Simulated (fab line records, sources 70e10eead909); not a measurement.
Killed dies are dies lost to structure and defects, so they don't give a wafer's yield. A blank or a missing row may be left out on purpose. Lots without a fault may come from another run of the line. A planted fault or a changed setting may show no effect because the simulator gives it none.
Chamber matching | flow nand_harc | NHARC_A_BONDPAD_DESCUM_11 on rie_diel-01: 4 sister chambers
The step chemistry O2, time 3 s. 7 wafers are shown with their chamber, then 8 later ones without.

WAFERS WITH THEIR CHAMBER
wafer  | chamber | drypump_motor_current_A (A) | rf_vpp_V (V)
L834.6 | 0       | 5.3                         | 57.3
L837.1 | 0       | 5.3                         | 56.7
L837.2 | 2       | 6.1                         | 57.2
L837.4 | 1       | 6.2                         | 58.0
L841.3 | 1       | 6.3                         | 57.2
L841.5 | 3       | 5.6                         | 58.2
L844.1 | 3       | 5.5                         | 58.3

WAFERS WITHOUT THEIR CHAMBER
wafer  | drypump_motor_current_A (A) | rf_vpp_V (V)
L844.4 | 6.2                         | 59.5
L844.5 | 5.3                         | 55.9
L846.1 | 5.3                         | 59.0
L846.4 | 6.2                         | 57.3
L846.5 | 6.1                         | 58.0
L852.1 | 6.2                         | 56.6
L852.2 | 5.3                         | 57.4
L852.3 | 5.5                         | 58.8

WHICH CHAMBER EACH WENT THROUGH
wafer  | from the rows above     | in truth
L844.4 | can't be placed: 1 or 2 | 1
L844.5 | 0                       | 0
L846.1 | can't be placed: 3 or 0 | 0
L846.4 | can't be placed: 1 or 2 | 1
L846.5 | can't be placed: 2 or 1 | 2
L852.1 | can't be placed: 2 or 1 | 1
L852.2 | 0                       | 0
L852.3 | 3                       | 3
Placed correctly: 3 of 8. Can't be placed from these rows: 5 (the true chamber is among the candidates in 5). Placed wrongly: 0.
How it was worked out, from the rows above alone: a wafer's distance from a chamber is the root of the sum, over the readings, of the square of ((its reading less the chamber's mean) divided by the reading's scatter). The wafer belongs to the nearest chamber; if the next one is less than 2 further off, it can't be placed. A chamber's mean is the mean of its shown wafers. The scatter: the root of (the sum of the squares of (reading less its chamber's mean) over the shown wafers, divided by (wafers less chambers)).
